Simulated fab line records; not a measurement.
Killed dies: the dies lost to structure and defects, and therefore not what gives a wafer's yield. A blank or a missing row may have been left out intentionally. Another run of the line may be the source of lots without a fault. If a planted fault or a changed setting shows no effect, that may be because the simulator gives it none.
fab line records -- flow n5_finfet
record: lots: 9, wafers: 27, last_day: 20
route steps=1938 shown BEOL_M4@1111 MIM_TOP_ETCH@1853 TV_OPEN@1889 PAD_METAL@1896 PASSIVATION@1936
lots with no fault: from the same line, run without faults
start_h: hours from the record's first day to the start of the lot's first wafer shown -- wait_h: time in hours since the lot's previous step -- " identical to the entry in the row above -- L1.1+2: one row covering several wafers at once -- - no value present, or no start provided -- * or withheld: withheld -- < > ~ a bound
route shown NAME@n: names a module that has steps shown in the file, with the first one's number in the route -- usual: mean and standard deviation over wafers with no fault -- same: alike in all rows -- chamber/n: place in a boat -- sites: the reading at each site -- _std_site: the values' standard deviation -- _edge_site: inner sites' mean taken away from outer sites' mean -- radius_mm: how far each site lies from the wafer's centre -- mask NAME#n: copy n -- behind: the last tool/chamber to shape the wafer -- hold: cause of the lot's hold/its duration in hours/its outcome -- device: names the non-switching transistor (n, p or np) -- end of line: the route-end tests of the same wafers -- step lacking rows: just its recipe -- killed: count of dies lost to structure and defects at first sort (not the wafer's yield) -- map: per-die view of a wafer (x killed, . not killed, _ where there is no die)
set.NAME: the setting as run; set.NAME@STEP: as run at that earlier step -- model.NAME: the simulator's own value behind a step, which no gauge read
steps of the route over a sample of lots; a table a step, a row a wafer
services: the hour from which a tool's chamber was out of use, counted from the record's first day as start_h (under 0 if before that day), plus the number of hours and why
== steps ==
step: N5_BEOL_M4_RC_MEAS_101
usual: DIBL_N: 36.0/1.3, DIBL_P: 36.2/1.7, IOFF_N: 0.155/0.024, IOFF_P: 0.21/0.034, ION_N: 674/9, ION_P: 463/7.1, SS_N: 71.4/0.5, SS_P: 73.4/0.57, VT_N: 250.0/2.8, VT_P: -251/3.2
lot.wafer,tool,chamber,start_h,wait_h,DIBL_N[mV/V],DIBL_P[mV/V],IOFF_N[nA/um],IOFF_P[nA/um],ION_N[uA/um],ION_P[uA/um],SS_N[mV/dec],SS_P[mV/dec],VT_N[mV],VT_P[mV]
L752.1,prober-02,0,265.81,0.0,33.4,33.2,0.119,0.16,674,468,70.7,72.5,250.9,-252
L752.2,prober-02,0,265.81,0.0,37.6,38.7,0.184,0.24,687,469,71.9,74.5,246.6,-245
L752.5,prober-02,0,265.81,0.0,34.8,34.7,0.129,0.19,670,466,71.7,72.3,250.3,-252
L754.3,prober-02,0,275.80,0.3,36.0,37.5,0.157,0.21,672,459,71.7,73.4,250.7,-251
L754.5,prober-02,0,275.80,0.3,35.0,35.7,0.144,0.18,667,452,71.4,73.0,251.3,-252
L754.6,prober-02,0,275.80,0.3,35.2,36.4,0.153,0.19,678,462,70.7,74.2,250.9,-251
L761.2,prober-02,0,311.95,0.2,37.7,36.4,0.176,0.26,683,472,71.4,74.0,245.8,-246
L761.4,prober-02,0,311.95,0.2,35.4,33.7,0.134,0.21,668,465,72.0,73.5,247.5,-246
L761.5,prober-02,0,311.95,0.2,38.0,37.1,0.192,0.28,678,473,72.3,73.9,245.9,-243
L759.3,prober-01,0,315.22,0.3,35.1,35.2,0.152,0.23,678,474,70.9,72.6,250.0,-247
L759.4,prober-01,0,315.22,0.3,36.7,37.5,0.187,0.26,689,475,71.5,73.5,246.1,-244
L759.6,prober-01,0,315.22,0.3,36.6,37.3,0.185,0.25,678,468,72.2,73.5,245.4,-246
L762.2,prober-02,0,319.44,0.2,38.0,38.0,0.180,0.24,680,466,71.8,73.8,249.6,-252
L762.4,prober-02,0,319.44,0.2,36.2,36.0,0.142,0.20,664,459,71.0,73.3,249.0,-252
L762.5,prober-02,0,319.44,0.2,36.5,35.8,0.143,0.20,667,463,71.7,73.8,253.3,-252
L765.3,prober-01,0,327.52,0.3,36.7,36.2,0.164,0.24,680,473,72.1,73.5,250.9,-246
L765.5,prober-01,0,327.52,0.3,37.5,37.5,0.180,0.26,683,476,72.1,74.1,251.2,-246
L765.6,prober-01,0,327.52,0.3,36.4,36.1,0.156,0.23,680,472,72.2,73.3,250.9,-247
L769.1,prober-01,0,347.71,0.0,35.7,34.9,0.135,0.20,676,464,70.9,73.0,251.9,-251
L769.2,prober-01,0,347.71,0.0,34.8,34.3,0.120,0.19,668,464,71.0,72.4,255.6,-249
L769.6,prober-01,0,347.71,0.0,34.3,34.5,0.121,0.19,664,464,70.4,72.5,253.3,-250
L766.1,prober-01,0,369.43,0.0,34.5,35.1,0.136,0.18,669,456,70.9,73.0,251.0,-253
L766.2,prober-01,0,369.43,0.0,36.4,37.7,0.172,0.22,680,468,71.4,73.1,246.8,-251
L766.6,prober-01,0,369.43,0.0,35.0,35.5,0.146,0.19,671,467,71.5,72.6,249.7,-251
L767.1,prober-01,0,373.59,0.0,34.7,32.5,0.112,0.16,663,452,71.0,73.3,256.1,-255
L767.4,prober-01,0,373.59,0.0,35.3,34.4,0.135,0.18,673,460,70.2,72.5,253.0,-251
L767.6,prober-01,0,373.59,0.0,35.4,33.5,0.127,0.17,668,458,70.6,72.5,254.5,-253
step: N5_MIM_TOP_ETCH_PECVD_03
recipe: material: SiNx, target_thk_a: 200, temp_c: 400, precursor: SiH4/NH3/N2, pressure_torr: 1.5, rf_w: 300, time_s: 17.6
usual: heater_power_w: 807/120, rf_fwd_power_W: 297.4/1.2, showerhead_plenum_p_Torr: 5.13/0.065, throttle_valve_pct: 39.6/1.2
lot.wafer,tool,chamber,start_h,wait_h,heater_power_w,rf_fwd_power_W,showerhead_plenum_p_Torr,throttle_valve_pct
L752.1,pecvd-02,0,361.36,-,777,298.1,5.05,40.7
L752.2,pecvd-02,1,361.36,-,813,296.5,5.02,39.7
L752.5,pecvd-02,2,361.36,-,1061,297.3,5.15,39.6
L754.3,pecvd-04,2,377.16,-,768,297.7,5.11,39.8
L754.5,pecvd-04,0,377.16,-,766,297.5,5.14,40.2
L754.6,pecvd-04,1,377.16,-,956,296.9,5.15,40.6
L759.3,pecvd-04,2,410.53,-,712,295.8,5.11,39.9
L759.4,pecvd-04,0,410.53,-,779,296.4,5.14,40.1
L759.6,pecvd-04,1,410.53,-,944,299.1,5.15,40.7
L761.2,pecvd-02,0,410.57,-,770,295.9,5.05,40.9
L761.4,pecvd-02,0,410.57,-,739,296.7,5.06,40.7
L761.5,pecvd-02,2,410.57,-,951,296.2,5.17,40.0
L762.2,pecvd-02,0,412.59,-,733,295.4,5.06,40.5
L762.4,pecvd-02,2,412.59,-,962,298.5,5.16,39.7
L762.5,pecvd-02,2,412.59,-,954,298.6,5.16,40.1
L765.3,pecvd-02,0,425.61,-,693,297.7,5.05,40.9
L765.5,pecvd-02,2,425.61,-,1034,296.7,5.14,40.1
L765.6,pecvd-02,0,425.61,-,692,297.9,5.06,40.7
L769.1,pecvd-04,1,444.66,-,833,296.7,5.17,41.0
L769.2,pecvd-04,0,444.66,-,730,296.2,5.13,39.8
L769.6,pecvd-04,0,444.66,-,706,295.7,5.14,39.9
L766.1,pecvd-02,2,467.93,-,1043,298.3,5.16,40.1
L766.2,pecvd-02,0,467.93,-,807,296.5,5.05,40.6
L766.6,pecvd-02,2,467.93,-,1021,297.0,5.15,40.1
L767.1,pecvd-02,1,471.88,-,706,293.9,5.02,36.2
L767.4,pecvd-02,1,471.88,-,718,295.4,5.02,36.4
L767.6,pecvd-02,2,471.88,-,988,296.5,5.15,40.0
step: N5_PASSIVATION_STRIP_14
recipe: chemistry: O2, power_w: 600, temp_c: 60, pressure_mtorr: 30, rf_frequency_hz: 6e+07, bias_power_w: 0, overash_fraction: 0.5, o2_flow_sccm: 225
usual: drypump_motor_current_A: 5.8/0.56, oes_product_au: 0.78/0.077, rf_vpp_V: 3.6/0.96, showerhead_plenum_p_Torr: 2.09/0.065, throttle_valve_pct: 16.78/0.19
same: bias_power_w: 0
lot.wafer,tool,chamber,start_h,wait_h,drypump_motor_current_A,oes_product_au,rf_hours_counter_h,rf_vpp_V,showerhead_plenum_p_Torr,throttle_valve_pct
L752.1,rie_diel-01,0,369.66,0.1,6.6,0.75,150,4.4,2.02,17.09
L752.2,rie_diel-01,1,369.66,0.1,6.3,0.72,201,3.1,2.09,16.82
L752.5,rie_diel-01,0,369.66,0.1,6.6,0.76,-,2.0,2.02,17.11
L754.3,rie_diel-03,3,380.44,0.1,5.3,0.82,95,1.1,2.12,16.80
L754.5,rie_diel-03,3,380.44,0.1,5.4,0.82,-,3.7,2.12,16.79
L754.6,rie_diel-03,2,380.44,0.1,5.0,0.72,-,3.8,2.16,16.81
L761.2,rie_diel-03,3,418.78,0.1,5.4,0.80,107,3.2,2.11,16.81
L761.4,rie_diel-03,2,418.78,0.1,5.0,0.71,213,3.5,2.16,16.85
L761.5,rie_diel-03,1,418.78,0.1,6.1,0.69,-,5.2,1.99,16.47
L762.2,rie_diel-01,3,418.92,0.1,6.0,0.84,77,5.4,2.04,16.80
L762.4,rie_diel-01,2,418.92,0.1,6.4,0.81,88,4.0,2.19,16.83
L762.5,rie_diel-01,2,418.92,0.1,6.4,0.80,-,3.3,2.19,16.88
L759.3,rie_diel-03,3,419.33,0.1,5.4,0.81,107,3.5,2.11,16.82
L759.4,rie_diel-03,2,419.33,0.1,5.0,0.70,213,4.7,2.16,16.87
L759.6,rie_diel-03,2,419.33,0.1,5.0,0.71,-,4.0,2.16,16.84
L765.3,rie_diel-03,2,428.66,0.1,5.0,0.70,216,3.1,2.16,16.86
L765.5,rie_diel-03,3,428.66,0.1,5.4,0.80,-,2.4,2.11,16.78
L765.6,rie_diel-03,0,428.66,0.1,5.6,0.96,-,3.5,2.06,16.59
L769.1,rie_diel-03,1,448.06,0.1,6.1,0.69,225,3.1,1.99,16.47
L769.2,rie_diel-03,2,448.06,0.1,5.0,0.70,222,5.2,2.15,16.84
L769.6,rie_diel-03,3,448.06,0.1,5.4,0.80,-,2.9,2.11,16.82
L766.1,rie_diel-06,0,471.16,0.1,6.4,0.85,52,4.2,2.14,16.76
L766.2,rie_diel-06,2,471.16,0.1,6.4,0.70,236,3.5,1.98,16.88
L766.6,rie_diel-06,2,471.16,0.1,6.4,0.71,-,4.1,1.98,16.88
L767.1,rie_diel-03,1,476.01,0.1,6.2,0.68,232,4.7,1.99,16.52
L767.4,rie_diel-03,2,476.01,0.1,5.0,0.69,229,4.0,2.15,16.85
L767.6,rie_diel-03,2,476.01,0.1,5.0,0.70,-,5.1,2.15,16.87
step: N5_PASSIVATION_ETCH_15
recipe: chemistry: CF4/N2, target: SiCN, target_depth_a: 750, taper_deg: 2, time_s: 81.2, ion_energy_ev: 150, mask_material: SiNx, pressure_mtorr: 40, source_w: 430, bias_w: 70, Ar_flow_sccm: 100, cf4_flow_sccm: 60, n2_flow_sccm: 60
usual: bias_w: 70.00/0.19, cf4_flow_sccm: 59.99/0.18, drypump_motor_current_A: 5.8/0.56, n2_flow_sccm: 60.02/0.19, oes_product_au: 0.78/0.078, rf_fwd_power_W: 427.9/1.3, rf_vpp_V: 382.0/1.7, showerhead_plenum_p_Torr: 2.20/0.068, throttle_valve_pct: 15.53/0.19
lot.wafer,tool,chamber,start_h,wait_h,bias_w,cf4_flow_sccm,drypump_motor_current_A,n2_flow_sccm,oes_product_au,rf_fwd_power_W,rf_hours_counter_h,rf_vpp_V,showerhead_plenum_p_Torr,throttle_valve_pct
L752.1,rie_diel-01,0,369.70,-,70.05,59.73,6.6,59.88,0.75,427.7,150,380.5,2.12,15.83
L752.2,rie_diel-01,1,369.70,-,70.13,59.95,6.3,60.17,0.71,428.5,201,382.3,2.19,15.53
L752.5,rie_diel-01,0,369.70,-,69.83,59.90,6.6,60.02,0.75,428.9,-,380.7,2.12,15.85
L754.3,rie_diel-03,3,380.48,-,69.77,59.83,5.3,60.06,0.81,426.5,95,382.5,2.22,15.50
L754.5,rie_diel-03,3,380.48,-,69.72,59.94,5.4,60.26,0.82,425.6,-,383.9,2.22,15.50
L754.6,rie_diel-03,2,380.48,-,69.91,59.99,5.0,60.30,0.72,426.4,-,384.7,2.28,15.62
L761.2,rie_diel-03,3,418.82,-,-,-,-,-,-,-,-,-,-,-
L761.4,rie_diel-03,2,418.82,-,-,-,-,-,-,-,-,-,-,-
L761.5,rie_diel-03,1,418.82,-,-,-,-,-,-,-,-,-,-,-
L762.2,rie_diel-01,3,418.96,-,-,-,-,-,-,-,-,-,-,-
L762.4,rie_diel-01,2,418.96,-,-,-,-,-,-,-,-,-,-,-
L762.5,rie_diel-01,2,418.96,-,-,-,-,-,-,-,-,-,-,-
L759.3,rie_diel-03,3,419.37,-,-,-,-,-,-,-,-,-,-,-
L759.4,rie_diel-03,2,419.37,-,-,-,-,-,-,-,-,-,-,-
L759.6,rie_diel-03,2,419.37,-,-,-,-,-,-,-,-,-,-,-
L765.3,rie_diel-03,2,428.70,-,70.02,59.72,5.0,60.08,0.69,427.4,216,383.4,2.27,15.65
L765.5,rie_diel-03,3,428.70,-,70.07,60.25,5.3,59.77,0.78,428.0,-,382.0,2.22,15.55
L765.6,rie_diel-03,0,428.70,-,69.95,59.95,5.5,60.06,0.94,429.6,-,381.8,2.17,15.32
L769.1,rie_diel-03,1,448.10,-,70.13,60.26,6.1,59.83,0.69,429.3,225,378.9,2.09,15.24
L769.2,rie_diel-03,2,448.10,-,70.02,60.13,5.0,59.81,0.69,426.1,222,385.2,2.27,15.68
L769.6,rie_diel-03,3,448.10,-,70.10,60.38,5.4,59.99,0.79,428.0,-,380.7,2.21,15.56
L766.1,rie_diel-06,0,471.20,-,70.07,59.95,6.4,60.04,0.85,426.8,53,383.5,2.24,15.49
L766.2,rie_diel-06,2,471.20,-,69.90,60.04,6.4,60.14,0.70,427.8,236,379.5,2.10,15.70
L766.6,rie_diel-06,2,471.20,-,70.08,60.22,6.4,60.23,0.71,428.2,-,379.0,2.10,15.67
L767.1,rie_diel-03,1,476.05,-,70.29,60.09,6.1,59.83,0.68,428.6,232,379.9,2.09,15.26
L767.4,rie_diel-03,2,476.05,-,70.18,59.90,5.0,60.14,0.69,428.7,229,384.1,2.27,15.70
L767.6,rie_diel-03,2,476.05,-,69.92,59.93,5.0,60.39,0.69,428.7,-,383.8,2.27,15.69
step: N5_PASSIVATION_AL_DEP_21
recipe: material: Al, target_thk_a: 28000, temp_c: 400, time_s: 170, power_w: 30000, chamber_pressure_pa: 0.4, gas: Ar
usual: throttle_valve_pct: 29.8/1.1
lot.wafer,tool,chamber,start_h,wait_h,throttle_valve_pct
L752.1,pvd_sputter-02,-,370.51,0.1,30.1
L752.2,pvd_sputter-02,-,370.51,0.1,27.2
L752.5,pvd_sputter-02,-,370.51,0.1,27.1
L754.3,pvd_sputter-02,-,381.32,0.1,29.9
L754.5,pvd_sputter-02,-,381.32,0.1,27.1
L754.6,pvd_sputter-02,-,381.32,0.1,30.9
L765.3,pvd_sputter-02,-,429.63,0.1,30.2
L765.5,pvd_sputter-02,-,429.63,0.1,29.9
L765.6,pvd_sputter-02,-,429.63,0.1,27.2
L769.1,pvd_sputter-01,-,448.91,0.1,29.8
L769.2,pvd_sputter-01,-,448.91,0.1,30.7
L769.6,pvd_sputter-01,-,448.91,0.1,30.5
L766.1,pvd_sputter-03,-,472.98,0.1,31.0
L766.2,pvd_sputter-03,-,472.98,0.1,28.9
L766.6,pvd_sputter-03,-,472.98,0.1,29.5
L767.1,pvd_sputter-01,-,476.78,0.1,30.6
L767.4,pvd_sputter-01,-,476.78,0.1,28.8
L767.6,pvd_sputter-01,-,476.78,0.1,29.9
step: N5_PASSIVATION_PROBE_49
usual: defect_limited_yield: 90.8/1.7, killed_at_M0_to_M3: 37/12, killed_at_M4_up: 15/5.6, killed_at_contacts: 13/6.9, killed_at_front_end: 40/11, killed_at_other: 4/3.2, killed_dies: 109/20, killed_on_rim: 14/4.3, killed_open: 73/15, killed_short: 35/8.3, sort_bin_5_function: 5.4/1.1, sort_bin_6_memory: 3.5/0.73, sort_n_pass: 1071/20, sort_yield_pct: 90.8/1.7
same: gross_dies: 1180, killed_at_back_side: 0, sort_bin_4_leakage[%]: 0, sort_bin_8_speed[%]: 0
lot.wafer,tool,chamber,start_h,wait_h,defect_limited_yield[%],killed_at_M0_to_M3,killed_at_M4_up,killed_at_contacts,killed_at_front_end,killed_at_other,killed_dies,killed_on_rim,killed_open,killed_short,sort_bin_5_function[%],sort_bin_6_memory[%],sort_n_pass,sort_yield_pct[%]
L761.2,prober-02,-,424.92,0.1,0,28,28,8,43,1073,1180,152,69,41,95.7,3.5,0,0
L761.4,prober-02,-,425.02,0.2,0,47,16,7,76,1034,1180,152,107,39,94.7,4.8,0,0
L761.5,prober-02,-,425.07,0.2,0,31,19,6,32,1092,1180,152,59,32,97.4,2.5,0,0
L762.2,prober-01,-,425.93,0.1,0,42,13,14,38,1073,1180,152,64,44,96.8,3.0,0,0
L762.4,prober-01,-,426.03,0.2,0,38,17,17,37,1071,1180,152,69,48,95.3,4.4,0,0
L762.5,prober-01,-,426.08,0.2,0,34,11,15,17,1103,1180,152,47,31,97.5,2.1,0,0
L759.3,prober-02,-,426.95,0.1,0,36,8,12,33,1091,1180,152,58,41,97.1,2.7,0,0
L759.4,prober-02,-,427.00,0.2,0,41,11,21,34,1073,1180,152,64,42,96.3,3.4,0,0
L759.6,prober-02,-,427.10,0.3,0,28,14,9,24,1105,1180,152,58,25,96.9,3.0,0,0
L767.1,prober-02,-,482.32,0.0,89.5,47,18,7,50,2,124,11,85,37,6.4,3.8,1056,89.5
L767.4,prober-02,-,482.47,0.2,90.7,29,20,12,44,5,110,13,71,37,6.4,2.8,1070,90.7
L767.6,prober-02,-,482.57,0.3,92.4,31,11,9,35,4,90,6,62,24,4.3,2.9,1090,92.4
killed by level:class
L761.2 TV_OPEN:area_etch=1069 BEOL_M4:geometric_particle:open=16 FIN_SAQP:geometric_particle:short=15 DUMMY_GATE:geometric_particle:open=7 MOL_CONTACT_COAG:geometric_particle:open=7 BEOL_M2:geometric_particle:open=7 BEOL_M4:geometric_particle:short=7 BEOL_M1:geometric_particle:open=5
L761.4 TV_OPEN:area_etch=1032 FIN_SAQP:geometric_particle:short=17 STI_FIN_REVEAL:geometric_particle:open=16 BEOL_M0_SAQP:geometric_particle:open=15 FIN_SAQP:geometric_particle:open=14 BEOL_M2:geometric_particle:open=13 BEOL_M4:geometric_particle:open=9 BEOL_M1:geometric_particle:open=8
L761.5 TV_OPEN:area_etch=1089 BEOL_M4:geometric_particle:open=11 FIN_SAQP:geometric_particle:open=7 BEOL_M0_SAQP:geometric_particle:short=7 BEOL_M0_SAQP:geometric_particle:open=7 BEOL_M3:geometric_particle:open=7 MOL_CONTACT_COAG:geometric_particle:open=5 FIN_SAQP:geometric_particle:short=3
L762.2 TV_OPEN:area_etch=1072 BEOL_M2:geometric_particle:open=16 FIN_SAQP:geometric_particle:open=9 MOL_CONTACT_COAG:geometric_particle:open=9 GATE_CUT:geometric_particle:short=8 FIN_SAQP:geometric_particle:short=7 BEOL_M0_SAQP:geometric_particle:short=6 BEOL_M2:geometric_particle:short=6
L762.4 TV_OPEN:area_etch=1063 MOL_CONTACT_COAG:geometric_particle:open=14 BEOL_M0_SAQP:geometric_particle:short=9 FIN_SAQP:geometric_particle:open=7 GATE_CUT:geometric_particle:short=7 BEOL_M2:geometric_particle:open=6 BEOL_M2:geometric_particle:short=6 BEOL_M3:geometric_particle:open=6
L762.5 TV_OPEN:area_etch=1102 MOL_CONTACT_COAG:geometric_particle:open=14 BEOL_M2:geometric_particle:short=8 FIN_SAQP:geometric_particle:short=6 BEOL_M2:geometric_particle:open=6 BEOL_M5:geometric_particle:open=6 BEOL_M0_SAQP:geometric_particle:short=5 STI_FIN_REVEAL:geometric_particle:open=4
L759.3 TV_OPEN:area_etch=1081 MOL_CONTACT_COAG:geometric_particle:open=10 BEOL_M0_SAQP:geometric_particle:short=10 FIN_SAQP:geometric_particle:open=8 BEOL_M2:geometric_particle:open=7 STI_FIN_REVEAL:geometric_particle:open=6 BEOL_M0_SAQP:geometric_particle:open=6 FIN_SAQP:geometric_particle:short=5
L759.4 TV_OPEN:area_etch=1072 MOL_CONTACT_COAG:geometric_particle:open=14 BEOL_M0_SAQP:geometric_particle:open=12 BEOL_M0_SAQP:geometric_particle:short=11 GATE_CUT:geometric_particle:open=7 MOL_CONTACT_COAG:geometric_particle:short=7 BEOL_M2:geometric_particle:open=7 BEOL_M2:geometric_particle:short=5
L759.6 TV_OPEN:area_etch=1096 BEOL_M2:geometric_particle:open=10 MOL_CONTACT_COAG:geometric_particle:open=7 BEOL_M0_SAQP:geometric_particle:open=7 BEOL_M4:geometric_particle:open=6 STI_FIN_REVEAL:geometric_particle:open=5 PASS1_DEP:geometric_particle:short=5 BEOL_M0_SAQP:geometric_particle:short=4
L767.1 BEOL_M0_SAQP:geometric_particle:short=13 BEOL_M3:geometric_particle:open=12 STI_FIN_REVEAL:geometric_particle:open=9 BEOL_M0_SAQP:geometric_particle:open=8 BEOL_M4:geometric_particle:open=8 GATE_CUT:geometric_particle:short=7 GATE_CUT:geometric_particle:open=7 BEOL_M0:geometric_particle:open=7
L767.4 FIN_SAQP:geometric_particle:open=9 DUMMY_GATE:geometric_particle:open=9 MOL_CONTACT_COAG:geometric_particle:open=9 BEOL_M0_SAQP:geometric_particle:short=7 BEOL_M4:geometric_particle:open=6 STI_FIN_REVEAL:geometric_particle:open=5 BEOL_M1:geometric_particle:open=5 DUMMY_GATE:geometric_particle:short=4
L767.6 MOL_CONTACT_COAG:geometric_particle:open=8 BEOL_M3:geometric_particle:open=7 FIN_SAQP:geometric_particle:open=6 STI_FIN_REVEAL:geometric_particle:open=6 BEOL_M0_SAQP:geometric_particle:open=5 BEOL_M0:geometric_particle:open=5 BEOL_M2:geometric_particle:open=5 BEOL_M4:geometric_particle:open=5
== services ==
tool,chamber,start_h,hours,kind
pecvd-02,-,364.95,0.5,repair
pecvd-02,2,373.92,5.9,repair
pecvd-02,1,383.66,-,clean
pecvd-02,1,383.66,-,consumable_replace:showerhead
pecvd-02,1,383.66,29.0,scheduled_down
pecvd-02,1,383.66,29.0,vent_cycle
pecvd-04,1,385.08,2.1,scheduled_down
rie_diel-03,0,385.10,-,clean
rie_diel-03,0,385.10,-,consumable_replace:focus_ring
rie_diel-03,0,385.10,14.8,scheduled_down
rie_diel-03,0,385.10,14.8,vent_cycle
rie_diel-03,-,403.77,0.4,repair
pvd_sputter-03,-,415.65,1.7,repair
rie_diel-06,1,422.60,4.8,repair
pecvd-04,0,439.30,5.3,repair
rie_diel-06,3,441.09,5.5,repair
pecvd-04,0,445.75,2.1,scheduled_down
pvd_sputter-02,-,455.79,2.5,repair
pecvd-02,-,472.22,0.3,repair
== key ==
first_sign: step: N5_PASSIVATION_ETCH_15, reading: tool_record, direction: missing
effect: step: N5_PASSIVATION_PROBE_49, reading: killed_at_other, direction: up, sigmas: 99+, usual: 4, struck: 1079
more_kills_born_at: N5_PASSIVATION_ETCH_15@rie_diel-03: 6439, N5_PASSIVATION_ETCH_15@rie_diel-01: 3237
met_at N5_PASSIVATION_ETCH_15
struck_lots L759,L761,L762
later_rows_left_out L759.3,L759.4,L759.6,L761.2,L761.4,L761.5,L762.2,L762.4,L762.5
not_acting_at N5_MIM_TOP_ETCH_PECVD_03,N5_PASSIVATION_STRIP_14,N5_PASSIVATION_AL_DEP_21
onset_between 380.48 418.82
fault: kind: skipped_step_whole, tool: rie_diel-01,rie_diel-03, chamber: -, onset_h: 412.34, steps: N5_PASSIVATION_ETCH_15, scope: struck_lots_only
later_rows_left_out: the simulator's readings of these wafers behind a module that went badly wrong aren't trusted and aren't shown, but for the sort
